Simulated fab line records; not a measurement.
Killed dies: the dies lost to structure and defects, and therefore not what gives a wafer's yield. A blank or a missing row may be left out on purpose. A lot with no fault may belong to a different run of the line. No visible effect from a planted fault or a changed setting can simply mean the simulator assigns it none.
Chamber matching || flow nand harc || NHARC_A_CHANNEL_FILL_D1_ALD_02 on ald hk-03 has 4 sister chambers
The step deposits SiO2, target thk 6 nm, pulse time 10 s, ald cycles 60. 8 wafers are shown with their chamber, then 10 later ones without.

## WAFERS PAIRED WITH THEIR CHAMBERS
{"wafer": "L080.6", "chamber": 2, "heater power w (W)": 431, "precursor pulse height rel": 1.034}
{"wafer": "L079.4", "chamber": 1, "heater power w (W)": 411, "precursor pulse height rel": 1.008}
{"wafer": "L082.3", "chamber": 3, "heater power w (W)": 440, "precursor pulse height rel": 1.001}
{"wafer": "L082.6", "chamber": 2, "heater power w (W)": 421, "precursor pulse height rel": 0.991}
{"wafer": "L089.5", "chamber": 1, "heater power w (W)": 413, "precursor pulse height rel": 1.025}
{"wafer": "L089.6", "chamber": 0, "heater power w (W)": 518, "precursor pulse height rel": 1.019}
{"wafer": "L088.3", "chamber": 3, "heater power w (W)": 447, "precursor pulse height rel": 1.041}
{"wafer": "L088.4", "chamber": 0, "heater power w (W)": 523, "precursor pulse height rel": 1.001}

## WAFERS WHOSE CHAMBER IS MISSING
{"wafer": "L088.6", "heater power w (W)": 507, "precursor pulse height rel": 0.994}
{"wafer": "L091.3", "heater power w (W)": 447, "precursor pulse height rel": 1.002}
{"wafer": "L091.5", "heater power w (W)": 411, "precursor pulse height rel": 1.027}
{"wafer": "L091.6", "heater power w (W)": 433, "precursor pulse height rel": 0.974}
{"wafer": "L090.1", "heater power w (W)": 413, "precursor pulse height rel": 1.016}
{"wafer": "L090.2", "heater power w (W)": 419, "precursor pulse height rel": 0.984}
{"wafer": "L090.3", "heater power w (W)": 429, "precursor pulse height rel": 1.010}
{"wafer": "L093.2", "heater power w (W)": 446, "precursor pulse height rel": 1.003}
{"wafer": "L093.4", "heater power w (W)": 411, "precursor pulse height rel": 1.032}
{"wafer": "L093.6", "heater power w (W)": 526, "precursor pulse height rel": 0.986}

## CHAMBER TAKEN BY EACH
{"wafer": "L088.6", "from the rows above": 0, "in truth": 0}
{"wafer": "L091.3", "from the rows above": 3, "in truth": 3}
{"wafer": "L091.5", "from the rows above": 1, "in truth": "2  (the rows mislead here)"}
{"wafer": "L091.6", "from the rows above": "can't be placed: 2 or 3", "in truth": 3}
{"wafer": "L090.1", "from the rows above": 1, "in truth": 1}
{"wafer": "L090.2", "from the rows above": "can't be placed: 2 or 1", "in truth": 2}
{"wafer": "L090.3", "from the rows above": 2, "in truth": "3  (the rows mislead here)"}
{"wafer": "L093.2", "from the rows above": 3, "in truth": 3}
{"wafer": "L093.4", "from the rows above": 1, "in truth": 1}
{"wafer": "L093.6", "from the rows above": 0, "in truth": 0}
6 of 10 placed correctly. Cannot be placed on the basis of these rows: 2; the candidates contain the true chamber in 2. Wrongly placed: 2.
How it was worked out, from the rows above alone: a wafer's distance from a chamber is the root of the sum, over the readings, of the square of ((its reading less the chamber's mean) divided by the reading's scatter). If the next closest chamber is less than 2 further off than the closest, the wafer can't be placed; otherwise it belongs to the closest. Each chamber's mean is taken over the wafers shown for it. How the scatter is found: for the shown wafers, subtract from each reading the mean of its chamber, square and add these, divide the total by (wafers less chambers), then take the root.
